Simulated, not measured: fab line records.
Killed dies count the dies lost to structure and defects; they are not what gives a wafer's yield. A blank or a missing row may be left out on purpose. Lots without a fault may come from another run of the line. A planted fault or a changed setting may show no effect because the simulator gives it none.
fab line records	flow n5_finfet
record: lots: 12	wafers: 30	last_day: 21
route steps=1938 shown BEOL_M4@1111 BEOL_M15@1821 PASS1_CAP@1874 TV_LITHO@1885 PAD_METAL@1893 PASSIVATION@1936
lots that met no fault: from a run of the same line without faults
start_h: hours from the record's first day to the start of the lot's first wafer shown	wait_h: time in hours since the lot's previous step	" same as the row above	L1.1+2: one row covering several wafers at once	- either no value or no given start	* or withheld: withheld	< > ~ a bound
route shown NAME@n: names a module that has steps shown in the file, with the first one's number in the route	usual: average and standard deviation across the fault-free wafers	same: alike in all rows	chamber/n: place in a boat	sites: the reading at each site	_std_site: standard deviation across them	_edge_site: the outer-site mean with the inner-site mean subtracted	radius_mm: how far each site lies from the wafer's centre	mask NAME#n: copy n	behind: the tool/chamber that last shaped the wafer	hold: the reason the lot was held/the length of the hold in hours/how it ended	device: the transistor (n, p or np) that didn't switch	end of line: the route-end tests of the same wafers	a step given without rows: its recipe and nothing more	killed: dies lost to structure and defects at the first sort, not the wafer's yield	map: shows each die of a wafer: x if killed, . if not, _ if none is there
set.NAME: setting as actually run; set.NAME@STEP: the setting as run at that earlier step	model.NAME: the simulator's own value behind a step, which no gauge read
route steps across a sampled set of lots; one table per step, one row per wafer
services: when a tool's chamber went out of use (start_h, in hours from the record's first day, below 0 if earlier), for how many hours, and the reason
== steps ==
step: N5_BEOL_M4_RC_MEAS_101
usual: DIBL_N: 37.7/2	DIBL_P: 37.7/2.3	IOFF_N: 0.18/0.039	IOFF_P: 0.23/0.042	ION_N: 681/12	ION_P: 463/8	SS_N: 71.9/0.68	SS_P: 73.6/0.71	VT_N: 248/3.2	VT_P: -249/3.1
lot.wafer	tool	chamber	start_h	wait_h	DIBL_N[mV/V]	DIBL_P[mV/V]	IOFF_N[nA/um]	IOFF_P[nA/um]	ION_N[uA/um]	ION_P[uA/um]	SS_N[mV/dec]	SS_P[mV/dec]	VT_N[mV]	VT_P[mV]
L751.2	prober-02	0	265.07	0.2	42.7	41.4	0.26	0.31	704	480	73.3	74.6	244	-245
L751.5	"	0	"	"	36.7	34.8	0.13	0.18	672	465	71.3	72.9	254	-254
L751.6	"	0	"	"	42.0	40.6	0.25	0.30	707	482	72.9	74.4	245	-247
L752.2	prober-02	0	276.70	0.2	38.0	37.0	0.19	0.20	692	462	71.4	73.3	247	-252
L752.6	"	0	"	"	37.4	37.3	0.16	0.21	681	459	71.2	73.3	249	-252
L753.1	prober-01	0	278.27	0.0	36.2	35.5	0.13	0.16	658	441	72.6	73.6	254	-256
L753.4	"	0	"	"	37.5	38.0	0.16	0.20	679	457	72.2	72.6	251	-254
L753.6	"	0	"	"	41.2	40.8	0.24	0.24	677	452	72.4	74.0	245	-250
L756.1	prober-01	0	298.57	0.0	40.2	40.8	0.22	0.27	673	456	72.8	74.5	246	-248
L756.2	"	0	"	"	39.1	39.3	0.21	0.24	687	465	72.5	73.8	247	-248
L756.6	"	0	"	"	38.9	38.2	0.19	0.22	662	449	71.9	73.5	251	-251
L757.1	prober-02	0	306.99	0.0	38.7	39.1	0.19	0.25	679	459	72.9	74.1	248	-251
L757.3	"	0	"	"	36.7	36.1	0.15	0.18	680	458	72.5	73.9	250	-256
L757.6	"	0	"	"	37.4	39.1	0.18	0.25	695	471	72.8	74.3	251	-250
L760.3	prober-01	0	317.48	0.3	39.9	40.9	0.22	0.27	709	470	72.0	74.2	244	-249
L760.6	"	0	"	"	41.5	41.8	0.27	0.30	715	484	72.1	74.2	242	-245
L759.3	prober-02	0	323.41	0.3	36.3	37.9	0.19	0.24	697	472	72.3	73.2	247	-248
L759.5	"	0	"	"	34.2	35.2	0.16	0.19	689	470	71.6	73.5	247	-249
L761.3	prober-02	0	327.06	0.3	40.5	39.8	0.25	0.26	689	464	72.8	74.4	242	-247
L761.5	"	0	"	"	34.8	32.8	0.13	0.16	669	452	70.7	72.4	250	-253
L766.4	prober-02	0	348.91	0.5	37.3	36.6	0.16	0.23	680	463	72.0	74.3	252	-250
L766.6	"	0	"	"	38.1	37.9	0.19	0.25	676	459	72.4	73.7	249	-246
L762.1	prober-01	0	353.43	0.0	34.6	35.0	0.14	0.19	668	461	70.6	73.0	249	-250
L762.5	"	0	"	"	39.0	39.5	0.20	0.25	683	468	71.8	74.2	247	-251
L770.1	prober-02	0	385.87	0.0	38.5	36.9	0.20	0.21	681	464	72.8	73.6	247	-249
L770.3	"	0	"	"	35.3	35.0	0.15	0.19	682	464	71.3	73.6	248	-249
L770.6	"	0	"	"	36.5	36.6	0.15	0.20	671	457	71.7	73.2	251	-249
L772.2	prober-02	0	402.43	0.2	36.5	36.5	0.16	0.26	662	460	71.5	73.6	250	-245
L772.3	"	0	"	"	33.3	31.9	0.12	0.17	680	463	70.8	73.0	248	-251
L772.6	"	0	"	"	36.9	37.3	0.19	0.26	686	475	72.2	74.0	248	-246
step: N5_BEOL_M15_SPUTTER_45
recipe: material: Cu	target_thk_a: 1000	temp_c: -20	bias_v: 60	power_w: 26000	chamber_pressure_pa: 0.13	time_s: 16.67
usual: cathode_dc_power_W: 26000/4.6	throttle_valve_pct: 30.1/1.1
lot.wafer	tool	chamber	start_h	wait_h	cathode_dc_power_W	throttle_valve_pct
L751.2	pvd_sputter-02	-	359.45	0.0	26001	30.6
L751.5	"	-	"	"	26002	30.6
L751.6	"	-	"	"	25996	29.3
L752.2	pvd_sputter-02	-	375.00	0.0	26000	30.8
L752.6	"	-	"	"	25995	28.7
L753.1	pvd_sputter-03	-	375.45	0.0	26006	29.0
L753.4	"	-	"	"	25999	31.6
L753.6	"	-	"	"	26003	31.8
L756.1	pvd_sputter-01	-	390.90	0.0	25987	32.2
L756.2	"	-	"	"	25995	31.6
L756.6	"	-	"	"	26001	28.8
L757.1	pvd_sputter-02	-	398.89	0.0	25996	30.4
L757.3	"	-	"	"	26003	30.8
L757.6	"	-	"	"	26004	30.7
L760.3	pvd_sputter-02	-	402.59	0.0	26009	28.7
L760.6	"	-	"	"	26000	30.4
L759.3	pvd_sputter-02	-	418.01	0.0	25997	30.6
L759.5	"	-	"	"	25996	30.8
L761.3	pvd_sputter-02	-	418.43	0.0	26004	30.2
L761.5	"	-	"	"	25999	30.4
L766.4	pvd_sputter-01	-	432.56	0.0	25995	28.7
L766.6	"	-	"	"	26000	28.8
L762.1	pvd_sputter-02	-	438.45	0.0	26003	28.9
L762.5	"	-	"	"	26003	30.9
L770.1	pvd_sputter-03	-	482.41	0.0	26012	28.5
L770.3	"	-	"	"	26005	30.0
L770.6	"	-	"	"	25992	28.8
L772.2	pvd_sputter-03	-	496.29	0.0	26004	32.1
L772.3	"	-	"	"	26002	28.2
L772.6	"	-	"	"	26000	30.0
step: N5_PASSIVATION_PECVD_01
recipe: material: SiNx	target_thk_a: 2000	temp_c: 400	precursor: SiH4/NH3/N2	pressure_torr: 4.9	rf_w: 1406	time_s: 43.2
usual: heater_power_w: 434/120	showerhead_plenum_p_Torr: 8.67/0.074	throttle_valve_pct: 29.3/1.2
lot.wafer	tool	chamber	start_h	wait_h	heater_power_w	showerhead_plenum_p_Torr	throttle_valve_pct
L751.2	pecvd-02	1	368.51	0.0	348	8.61	30.1
L751.5	"	1	"	"	368	8.62	30.4
L751.6	"	0	"	"	375	8.68	29.7
L752.2	pecvd-02	2	381.59	0.0	318	8.73	29.2
L752.6	"	0	"	"	457	8.69	29.8
L753.1	pecvd-04	2	382.69	0.0	531	8.71	27.8
L753.4	"	2	"	"	549	8.71	27.5
L753.6	"	0	"	"	667	8.61	29.7
L756.1	pecvd-02	0	398.88	0.0	426	8.69	29.7
L756.2	"	2	"	"	327	8.70	29.5
L756.6	"	0	"	"	462	8.69	29.7
L757.1	pecvd-04	1	405.12	0.0	490	8.55	31.0
L757.3	"	2	"	"	522	8.71	27.9
L757.6	"	2	"	"	538	8.69	28.0
L760.3	pecvd-01	2	409.76	0.0	243	8.73	27.7
L760.6	"	1	"	"	402	8.82	27.6
L759.3	pecvd-04	2	424.80	0.0	577	8.70	27.9
L759.5	"	1	"	"	427	8.57	31.0
L761.3	pecvd-02	2	424.81	0.0	275	8.72	29.4
L761.5	"	0	"	"	304	8.69	29.7
L766.4	pecvd-04	0	440.82	0.0	689	8.61	29.9
L766.6	"	1	"	"	447	8.54	30.7
L762.1	pecvd-04	0	446.22	0.0	645	8.60	30.1
L762.5	"	1	"	"	477	8.55	30.8
L770.1	pecvd-04	1	492.01	0.0	371	8.55	30.4
L770.3	"	0	"	"	697	8.62	29.9
L770.6	"	2	"	"	540	8.70	28.0
L772.2	pecvd-01	1	502.75	0.0	431	8.79	27.8
L772.3	"	1	"	"	426	8.77	27.6
L772.6	"	2	"	"	240	8.73	27.8
step: N5_PASSIVATION_INSPECT_61
recipe: mode: adi	inspect_instrument: macro
usual: raw_defect_count: 2.0/1.4
lot.wafer	tool	chamber	start_h	wait_h	raw_defect_count
L751.2	defect_inspect-01	-	370.09	0.0	2
L751.5	"	-	"	"	3
L751.6	"	-	"	"	1
L753.1	defect_inspect-01	-	384.30	0.0	0
L753.4	"	-	"	"	3
L753.6	"	-	"	"	3
L752.2	defect_inspect-01	-	384.48	0.0	0
L752.6	"	-	"	"	5
L756.1	defect_inspect-02	-	401.02	0.0	0
L756.2	"	-	"	"	1
L756.6	"	-	"	"	4
L757.1	defect_inspect-01	-	406.47	0.0	3
L757.3	"	-	"	"	2
L757.6	"	-	"	"	4
L760.3	defect_inspect-01	-	413.47	0.0	1
L760.6	"	-	"	"	3
L761.3	defect_inspect-02	-	425.38	0.0	4
L761.5	"	-	"	"	2
L759.3	defect_inspect-01	-	428.55	0.0	2
L759.5	"	-	"	"	5
L766.4	defect_inspect-02	-	443.24	0.0	1
L766.6	"	-	"	"	3
L762.1	defect_inspect-01	-	447.30	0.0	1
L762.5	"	-	"	"	3
L770.1	defect_inspect-01	-	493.56	0.0	1
L770.3	"	-	"	"	3
L770.6	"	-	"	"	2
L772.2	defect_inspect-02	-	503.33	0.0	0
L772.3	"	-	"	"	3
L772.6	"	-	"	"	3
step: N5_PASSIVATION_DEGAS_18
recipe: ambient: vacuum	temp_c: 300	time_s: 60
usual: heater_power_w: 460/67
lot.wafer	tool	chamber	start_h	wait_h	heater_power_w
L751.2	pvd_sputter-03	-	371.65	0.6	550
L751.5	"	-	"	"	436
L751.6	"	-	"	"	491
L753.1	pvd_sputter-02	-	385.58	0.1	379
L753.4	"	-	"	"	569
L753.6	"	-	"	"	386
L752.2	pvd_sputter-02	-	386.08	0.3	434
L752.6	"	-	"	"	432
L756.1	pvd_sputter-01	-	401.88	0.1	393
L756.2	"	-	"	"	434
L756.6	"	-	"	"	570
L757.1	pvd_sputter-01	-	407.31	0.3	416
L757.3	"	-	"	"	433
L757.6	"	-	"	"	561
L760.3	pvd_sputter-01	-	414.84	0.5	384
L760.6	"	-	"	"	381
L761.3	pvd_sputter-02	-	427.71	1.7	383
L761.5	"	-	"	"	434
L759.3	pvd_sputter-03	-	429.58	0.1	492
L759.5	"	-	"	"	445
L766.4	pvd_sputter-01	-	444.30	0.4	564
L766.6	"	-	"	"	575
L762.1	pvd_sputter-01	-	448.06	0.2	427
L762.5	"	-	"	"	568
L770.1	pvd_sputter-01	-	494.62	0.5	562
L770.3	"	-	"	"	450
L770.6	"	-	"	"	430
L772.2	pvd_sputter-01	-	504.33	0.3	392
L772.3	"	-	"	"	427
L772.6	"	-	"	"	381
step: N5_PASSIVATION_PROBE_49
usual: defect_limited_yield: 91.1/1.4	killed_at_M0_to_M3: 34/9.6	killed_at_M4_up: 15/5.3	killed_at_contacts: 12/6.1	killed_at_front_end: 40/11	killed_at_other: 3.5/2.8	killed_dies: 105/17	killed_on_rim: 14/4.3	killed_open: 70/12	killed_short: 34/7.7	sort_bin_4_leakage: 0.01/0.07	sort_bin_5_function: 5.2/0.97	sort_bin_6_memory: 3.4/0.62	sort_bin_8_speed: 0.00/0.023	sort_n_pass: 1075/17	sort_yield_pct: 91.1/1.4
same: gross_dies: 1180	killed_at_back_side: 0
lot.wafer	tool	chamber	start_h	wait_h	defect_limited_yield[%]	killed_at_M0_to_M3	killed_at_M4_up	killed_at_contacts	killed_at_front_end	killed_at_other	killed_dies	killed_on_rim	killed_open	killed_short	sort_bin_4_leakage[%]	sort_bin_5_function[%]	sort_bin_6_memory[%]	sort_bin_8_speed[%]	sort_n_pass	sort_yield_pct[%]
L761.3	prober-01	-	433.54	0.1	79.5	28	164	18	27	5	242	46	67	30	0	13.2	7.1	0	938	79.5
L761.5	prober-01	-	433.64	0.2	79.7	41	152	12	34	1	240	29	70	31	0	11.9	8.0	0	940	79.7
L759.3	prober-01	-	435.83	0.1	79.7	34	159	7	37	3	240	43	69	30	0	13.5	6.7	0	940	79.7
L759.5	prober-01	-	435.93	0.2	80.0	32	160	5	36	3	236	37	66	27	0	11.7	8.0	0	944	80.0
L762.1	prober-01	-	454.47	0.3	89.6	48	15	27	33	0	123	15	92	31	0	6.4	3.9	0	1057	89.6
L762.5	prober-01	-	454.67	0.5	78.6	33	176	16	27	0	252	51	58	27	0	13.2	8.1	0	928	78.6
killed by level:class
L761.3 BEOL_M15:interface_void_opened=144 MOL_CONTACT_COAG:geometric_particle:open=13 STI_FIN_REVEAL:geometric_particle:open=12 BEOL_M4:geometric_particle:open=12 BEOL_M3:geometric_particle:open=9 BEOL_M2:geometric_particle:open=6 GATE_CUT:geometric_particle:short=5 MOL_CONTACT_COAG:geometric_particle:short=5
L761.5 BEOL_M15:interface_void_opened=139 BEOL_M3:geometric_particle:open=17 BEOL_M2:geometric_particle:open=10 MOL_CONTACT_COAG:geometric_particle:open=9 GATE_CUT:geometric_particle:short=8 BEOL_M4:geometric_particle:open=6 STI_FIN_REVEAL:geometric_particle:open=5 ILD0:geometric_particle:short=5
L759.3 BEOL_M15:interface_void_opened=140 BEOL_M3:geometric_particle:open=15 STI_FIN_REVEAL:geometric_particle:open=9 BEOL_M4:geometric_particle:open=8 FIN_SAQP:geometric_particle:open=5 DUMMY_GATE:geometric_particle:open=5 DUMMY_GATE:geometric_particle:short=4 MOL_CONTACT_COAG:geometric_particle:open=4
L759.5 BEOL_M15:interface_void_opened=142 STI_FIN_REVEAL:geometric_particle:open=13 BEOL_M2:geometric_particle:open=13 BEOL_M1:geometric_particle:open=8 FIN_SAQP:geometric_particle:short=7 BEOL_M4:geometric_particle:open=7 FIN_SAQP:geometric_particle:open=6 BEOL_M0_SAQP:geometric_particle:short=5
L762.1 MOL_CONTACT_COAG:geometric_particle:open=23 STI_FIN_REVEAL:geometric_particle:open=10 BEOL_M1:geometric_particle:open=10 BEOL_M0:geometric_particle:open=7 BEOL_M0_SAQP:geometric_particle:short=7 BEOL_M4:geometric_particle:open=7 BEOL_M3:geometric_particle:open=6 BEOL_M2:geometric_particle:open=6
L762.5 BEOL_M15:interface_void_opened=167 BEOL_M2:geometric_particle:open=14 MOL_CONTACT_COAG:geometric_particle:open=12 BEOL_M1:geometric_particle:open=9 FIN_SAQP:geometric_particle:short=7 FIN_SAQP:geometric_particle:open=6 GATE_CUT:geometric_particle:open=5 MOL_CONTACT_COAG:geometric_particle:short=4
== services ==
tool	chamber	start_h	hours	kind
pecvd-01	0	344.38	2.1	scheduled_down
pecvd-04	2	355.79	2.1	scheduled_down
pecvd-02	2	355.98	11.3	repair
pecvd-04	-	364.73	5.5	pm
pecvd-01	-	371.26	1.8	repair
pecvd-04	2	373.85	5.0	scheduled_down
pecvd-02	1	403.96	-	clean
pecvd-02	1	403.96	-	consumable_replace:showerhead
pecvd-02	1	403.96	29.0	scheduled_down
pecvd-02	1	403.96	29.0	vent_cycle
pvd_sputter-02	-	409.67	7.3	repair
pecvd-04	0	414.13	6.0	repair
pecvd-01	-	415.89	5.5	pm
pvd_sputter-01	-	426.95	3.4	repair
pecvd-04	-	460.11	6.0	pm
pecvd-02	1	486.81	7.4	repair
pecvd-01	2	487.48	6.7	repair
pecvd-02	0	490.76	2.1	scheduled_down
pecvd-01	0	498.21	5.5	scheduled_down
== key ==
first_sign: step: N5_PASSIVATION_PROBE_49	reading: killed_at_M4_up	direction: up	sigmas: 28	usual: 15	struck: 162
effect: step: N5_PASSIVATION_PROBE_49	reading: defect_limited_yield	direction: down	sigmas: 8.1	usual: 91.1	struck: 79.5
more_kills_born_at: N5_BEOL_M15_SPUTTER_45@pvd_sputter-02: 732
met_at N5_BEOL_M15_SPUTTER_45
struck_lots L759,L761,L762
struck_wafers L759.3,L759.5,L761.3,L761.5,L762.5
not_acting_at N5_PASSIVATION_PECVD_01,N5_PASSIVATION_INSPECT_61,N5_PASSIVATION_DEGAS_18
onset_between 402.59 418.01
fault: kind: process_parameter_drift	tool: pvd_sputter-02	chamber: -	onset_h: 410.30	steps: N5_BEOL_M15_SPUTTER_45	channel: time_s	offset: *	shape: step	end_h: 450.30	scope: struck_wafers_only	acts_in: *	stated: *
